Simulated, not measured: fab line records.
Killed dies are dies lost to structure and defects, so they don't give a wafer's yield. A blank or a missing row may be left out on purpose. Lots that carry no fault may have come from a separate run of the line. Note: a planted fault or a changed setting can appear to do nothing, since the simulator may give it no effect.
The tool behind it: which one?    flow n5Finfet    Sampling: 24 lots, 72 wafers, 4 of 1938 route steps

WHAT THE GAUGES SHOWED, per wafer
N5_BEOL_M4_CD_MEAS_18: pitch 36 nm, target cd 18 nm.
lot   measured      on        cdNm (nm)
L074  day 8 02:47   cdSem-02  17.2 17.8 17.9
L075  day 8 08:38   cdSem-01  18.4 18.0 18.1
L076  day 8 09:02   cdSem-02  18.5 18.0 18.1
L077  day 8 11:33   cdSem-03  17.7 17.6 18.4
L078  day 8 11:49   cdSem-01  18.6 17.5 18.2
L079  day 9 00:08   cdSem-02  18.3 17.6 18.7
L083  day 10 01:34  cdSem-01  18.4 17.8 18.3
L081  day 10 03:23  cdSem-02  18.2 18.5 17.7
L082  day 10 09:52  cdSem-01  17.4 18.2 18.2
L080  day 10 11:20  cdSem-02  18.1 17.9 17.4
L084  day 10 16:38  cdSem-03  18.5 17.8 17.7
L085  day 10 19:53  cdSem-01  18.4 18.0 18.6
L086  day 11 05:28  cdSem-01  18.2 17.7 17.6
L090  day 11 09:16  cdSem-01  18.0 18.1 18.2
L087  day 11 16:19  cdSem-03  18.3 17.9 17.5
L091  day 11 17:16  cdSem-01  17.9 17.8 18.4
L088  day 11 23:20  cdSem-02  18.2 18.4 18.5
L089  day 12 00:22  cdSem-02  18.4 18.0 18.4
L092  day 12 19:47  cdSem-03  18.1 17.6 18.3
L094  day 14 02:37  cdSem-02  18.1 17.7 17.8
L093  day 14 05:17  cdSem-01  18.2 18.5 18.2
L095  day 14 07:46  cdSem-01  18.3 18.4 17.8
L097  day 14 08:14  cdSem-01  18.2 18.0 17.6
L096  day 14 11:23  cdSem-03  17.7 17.4 17.8

N5_BEOL_M4_OVL_MEAS_29.
lot   measured      on          V3_OVL (nm)
L074  day 8 03:15   overlay-02  -0.1 0.5 0.1
L075  day 8 08:59   overlay-02  -0.3 1.5 0.9
L076  day 8 09:23   overlay-01  1.5 0.5 0.0
L077  day 8 11:54   overlay-01  0.4 0.3 -0.1
L078  day 8 12:18   overlay-02  -1.0 -0.3 -0.9
L079  day 9 00:36   overlay-01  0.5 -0.1 -0.2
L083  day 10 01:55  overlay-01  0.5 -0.7 -0.3
L081  day 10 03:44  overlay-01  -1.4 -0.5 -0.8
L082  day 10 10:21  overlay-01  0.3 -1.9 -1.6
L080  day 10 11:42  overlay-01  -1.2 0.1 -0.9
L084  day 10 17:07  overlay-01  -0.4 0.2 0.0
L085  day 10 20:22  overlay-01  -0.1 -1.4 -1.7
L086  day 11 05:49  overlay-02  -1.3 0.1 -1.6
L090  day 11 09:37  overlay-01  -1.9 0.0 0.1
L087  day 11 16:40  overlay-02  -0.6 1.7 -0.5
L091  day 11 17:45  overlay-02  -0.3 -0.2 0.1
L088  day 11 23:48  overlay-01  0.8 0.5 -0.1
L089  day 12 00:51  overlay-02  0.2 -0.6 -0.1
L092  day 12 20:08  overlay-02  -0.3 -1.0 -0.8
L094  day 14 02:58  overlay-02  -0.3 -0.1 -0.2
L093  day 14 05:38  overlay-01  -0.9 -1.0 -0.5
L095  day 14 08:08  overlay-01  -0.5 -0.7 -0.2
L097  day 14 08:35  overlay-02  -0.3 -0.8 -0.5
L096  day 14 11:44  overlay-02  0.4 0.3 -0.4

N5_BEOL_M4_OCD_MEAS_38.
lot   measured      on      trenchDepthNm (nm)
L074  day 8 04:38   ocd-01  56.0 55.4 55.8
L075  day 8 15:22   ocd-02  54.4 52.6 52.9
L076  day 8 22:46   ocd-02  54.0 54.9 54.2
L077  day 8 23:08   ocd-01  53.7 54.7 53.6
L078  day 8 23:30   ocd-01  53.5 56.2 55.8
L079  day 9 05:11   ocd-01  56.2 54.9 54.9
L083  day 10 09:56  ocd-02  57.4 56.5 56.7
L081  day 10 11:19  ocd-02  56.7 56.6 57.0
L082  day 10 14:58  ocd-02  55.6 52.5 54.4
L080  day 10 15:37  ocd-02  57.1 56.6 56.5
L084  day 10 20:41  ocd-02  56.6 56.4 56.6
L085  day 11 01:23  ocd-02  57.7 55.9 57.5
L086  day 11 18:37  ocd-01  57.4 57.7 55.7
L090  day 11 23:19  ocd-02  55.5 54.9 56.5
L087  day 12 14:40  ocd-01  55.5 55.6 55.3
L091  day 11 22:59  ocd-02  55.7 54.2 55.3
L088  day 12 19:40  ocd-02  57.3 55.5 57.6
L089  day 12 23:56  ocd-01  56.2 58.2 56.3
L092  day 13 21:33  ocd-02  52.8 55.0 55.8
L094  day 14 13:29  ocd-02  56.8 53.9 55.9
L093  day 14 16:42  ocd-01  54.3 57.3 54.5
L095  day 14 21:27  ocd-02  56.7 56.2 56.2
L097  day 14 16:42  ocd-02  56.1 58.3 56.6
L096  day 14 19:49  ocd-01  56.2 56.4 56.1

N5_BEOL_M4_CD_MEAS_35: target cd 18 nm, target cd y 22.4 nm.
lot   measured      on        cdNm (nm)
L074  day 8 04:47   cdSem-01  17.3 17.8 17.7
L075  day 8 15:31   cdSem-03  18.3 18.2 18.2
L076  day 8 22:55   cdSem-01  18.4 17.9 17.9
L077  day 8 23:17   cdSem-01  18.1 17.8 18.4
L078  day 8 23:39   cdSem-01  18.5 17.8 18.3
L079  day 9 05:20   cdSem-03  18.3 17.4 18.5
L083  day 10 10:06  cdSem-02  18.3 17.8 18.4
L081  day 10 11:28  cdSem-01  18.4 18.4 18.3
L082  day 10 15:07  cdSem-02  17.7 18.3 18.0
L080  day 10 15:46  cdSem-01  17.8 18.3 17.6
L084  day 10 20:51  cdSem-03  18.2 18.1 17.7
L085  day 11 01:32  cdSem-02  18.2 18.1 19.0
L086  day 11 18:46  cdSem-01  18.7 17.5 17.9
L090  day 11 23:28  cdSem-03  17.9 18.1 17.8
L087  day 12 14:49  cdSem-01  18.7 17.6 17.6
L091  day 11 23:08  cdSem-01  18.4 17.9 18.3
L088  day 12 19:50  cdSem-02  18.5 18.5 18.2
L089  day 13 00:05  cdSem-03  18.8 18.4 18.4
L092  day 13 21:43  cdSem-03  18.0 17.9 18.0
L094  day 14 13:39  cdSem-03  17.5 17.9 17.6
L093  day 14 16:52  cdSem-02  18.2 18.3 18.5
L095  day 14 21:36  cdSem-01  18.3 18.3 17.7
L097  day 14 16:51  cdSem-03  18.0 17.5 17.7
L096  day 14 19:58  cdSem-01  18.4 17.3 17.9

EACH LOT AND THE TOOL THAT RAN IT (in order: tool; ch and the chambers of the sampled wafers; start)
Before these readings, the record contains no process step.

AS READ BY THE TOOLS THEMSELVES (means over the sampled wafers that have a number; for cases with no such wafer, the mark the record gives instead)
The record holds no such reading with a usual standard deviation.

THE ANSWER, worked out from the rows above alone
Rule: the usual values come from the lots themselves. The widest of any qualifying gaps counts: lots, ordered by their means at a reading, are off when they make up no more than a third of the lots, leave a main group of 4 or more, and stand apart from it by 3 or more times the standard deviation of that group's means. A main group is skipped when, at the precision printed for the reading in the tables above, its means are all equal. Also off: a lot with no number at a reading for which 4 or more lots have one. Any other lot the step has rows for is counted as sound. The gauges are gone through in route order, then the tools' own readings, and for those a lot's mean is taken as printed above. The first step at which some lot is off is used, and at that step the reading that is off furthest; a lot without a number counts as furthest.
No lot is off on any of the readings shown, so nothing can be concluded from this.

WHAT THE SIMULATOR HAD PUT IN
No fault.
